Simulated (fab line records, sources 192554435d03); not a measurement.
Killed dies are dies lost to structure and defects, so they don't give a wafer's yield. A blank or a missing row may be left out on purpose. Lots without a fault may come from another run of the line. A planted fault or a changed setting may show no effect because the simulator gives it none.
Split-lot experiment | flow n5_finfet | 7 lots, 39 wafers read, on a route of 1938 steps

THE SPLIT
At N5_DUMMY_GATE_ALD_02 (deposits SiO2, target thk 2 nm, pulse time 1 s), the setting target_thk_a was moved away from the recipe's 20 angstrom on 18 of the 39 wafers read, by -59.2% to +48.6%. The other wafers ran this setting at the recipe's value.

FROM THE SPLIT TO THE READING: what the file shows between them, 4 steps
- N5_DUMMY_GATE_CVD_03: deposits a-Si from SiH4, target thk 150 nm, time 8042 s
- N5_DUMMY_GATE_PRECLEAN_46: cleans in DIW, time 89.5 s
- N5_DUMMY_GATE_ETCH_32: etches SiO2 in CF4, target depth 3.5 nm, time 3.9 s
- N5_DUMMY_GATE_ETCH_23: etches poly-Si in HBr/Cl2/O2, target depth 41 nm, time 22.3 s

THE READING
SiO2_of_DUMMY_GATE_ALD_02.thk_nm (the simulator's own value, which no gauge read), in nm, at N5_DUMMY_GATE_ETCH_44 (etches poly-Si in HBr/O2, stops on SiO2, target depth 127.5 nm). The file gives no usual value for it.

wafer  | tool, chamber at the split | target_thk_a as run, angstrom | against the recipe | SiO2_of_DUMMY_GATE_ALD_02.thk_nm, nm | against lot-mates on the recipe
L077.1 | ald_sin-03, 0,2,0          | 20                            | recipe             | 2                                    | -
L077.2 | ald_sin-03, 0,2,0          | 20                            | recipe             | 2                                    | -
L077.5 | ald_sin-03, 0,2,0          | 20                            | recipe             | 2                                    | -
L077.3 | ald_sin-03, 3,1,3          | 8.163                         | -59.2%             | 0                                    | -2.0
L077.4 | ald_sin-03, 3,1,3          | 8.163                         | -59.2%             | 0                                    | -2.0
L077.6 | ald_sin-03, 3,1,3          | 8.163                         | -59.2%             | 0.8                                  | -1.2
L079.1 | ald_sin-04, 1,0,1          | 20                            | recipe             | 2                                    | -
L079.2 | ald_sin-04, 1,0,1          | 20                            | recipe             | 2                                    | -
L079.5 | ald_sin-04, 1,0,1          | 20                            | recipe             | 2                                    | -
L079.3 | ald_sin-04, 2,3,2          | 23.28                         | +16.4%             | 2.4                                  | +0.4
L079.4 | ald_sin-04, 2,3,2          | 23.28                         | +16.4%             | 2.4                                  | +0.4
L079.6 | ald_sin-04, 2,3,2          | 23.28                         | +16.4%             | 2.4                                  | +0.4
L090.1 | ald_sin-04, 1,2,3          | 20                            | recipe             | 2                                    | -
L090.2 | ald_sin-04, 1,2,3          | 20                            | recipe             | 2                                    | -
L090.5 | ald_sin-04, 1,2,3          | 20                            | recipe             | 2                                    | -
L092.1 | ald_sin-04, 2              | 12.98                         | -35.1%             | 1.2                                  | -0.8
L092.4 | ald_sin-04, 0              | 12.98                         | -35.1%             | 1.2                                  | -0.8
L092.2 | ald_sin-04, 1,3,3          | 20                            | recipe             | 2                                    | -
L092.3 | ald_sin-04, 1,3,3          | 20                            | recipe             | 2                                    | -
L092.6 | ald_sin-04, 1,3,3          | 20                            | recipe             | 2                                    | -
L092.5 | ald_sin-04, 2              | 12.98                         | -35.1%             | 1.4                                  | -0.6
L093.1 | ald_sin-03, 1,2,3          | 27.12                         | +35.6%             | 2.6                                  | +0.6
L093.2 | ald_sin-03, 1,2,3          | 27.12                         | +35.6%             | 2.8                                  | +0.8
L093.3 | ald_sin-03, 1,2,3          | 27.12                         | +35.6%             | 2.8                                  | +0.8
L093.4 | ald_sin-03, 1,3,2          | 20                            | recipe             | 2                                    | -
L093.5 | ald_sin-03, 1,3,2          | 20                            | recipe             | 2                                    | -
L093.6 | ald_sin-03, 1,3,2          | 20                            | recipe             | 2                                    | -
L095.1 | ald_sin-03, 0,0,3          | 20                            | recipe             | 2                                    | -
L095.5 | ald_sin-03, 0,0,3          | 20                            | recipe             | 2                                    | -
L095.6 | ald_sin-03, 0,0,3          | 20                            | recipe             | 2                                    | -
L095.2 | ald_sin-03, 3,1,2          | 23.9                          | +19.5%             | 2.4                                  | +0.4
L095.3 | ald_sin-03, 3,1,2          | 23.9                          | +19.5%             | 2.4                                  | +0.4
L095.4 | ald_sin-03, 3,1,2          | 23.9                          | +19.5%             | 2.4                                  | +0.4
L097.1 | ald_sin-03, 1,0,1          | 29.73                         | +48.6%             | 3                                    | +1.0
L097.5 | ald_sin-03, 1,0,1          | 29.73                         | +48.6%             | 3                                    | +1.0
L097.6 | ald_sin-03, 1,0,1          | 29.73                         | +48.6%             | 3                                    | +1.0
L097.2 | ald_sin-03, 3,2,0          | 20                            | recipe             | 2                                    | -
L097.3 | ald_sin-03, 3,2,0          | 20                            | recipe             | 2                                    | -
L097.4 | ald_sin-03, 3,2,0          | 20                            | recipe             | 2                                    | -
Where a row lists several chambers, the file gives one row for several wafers and doesn't say which wafer went through which chamber.

THE FIT
A straight line over all 39 wafers: SiO2_of_DUMMY_GATE_ALD_02.thk_nm changes by +0.0242 nm for each +1% of target_thk_a; r = +0.97; the points scatter about the line by 0.15 nm.
The same after taking each lot's own level away (the mean of its wafers on the recipe; 39 wafers): +0.0242 nm for each +1%; r = +0.97; scatter 0.15 nm.
On that fit, the largest move of target_thk_a shifts the reading by 1.4 nm.
The lots' own levels span 2.00 to 2.00 nm.
So the lot-to-lot level changes the slope little: the two slopes agree.
Check: with one of the wafers moved furthest among these (-59.2%) left out of the fit, the line predicts -1.37 nm for it against its lot-mates. It came out at -2 nm against them.

THE WHOLE CHAIN: every reading that the file lists as answering this split, in the file's order
step                  | what it does                                                   | reading                                                                           | change (the file's fit)                | r (the file's)
N5_DUMMY_GATE_ALD_02  | deposits SiO2, target thk 2 nm, pulse time 1 s                 | SiO2_of_DUMMY_GATE_ALD_02.thk_nm (the simulator's own value, which no gauge read) | +0.0206 nm for each +1% of the setting | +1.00
N5_DUMMY_GATE_ETCH_44 | etches poly-Si in HBr/O2, stops on SiO2, target depth 127.5 nm | SiO2_of_DUMMY_GATE_ALD_02.thk_nm (the simulator's own value, which no gauge read) | +0.0241 nm for each +1% of the setting | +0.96

THE FILE'S OWN FIT
SiO2_of_DUMMY_GATE_ALD_02.thk_nm changes by +0.0241 nm for each +1% of target_thk_a, r = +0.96.
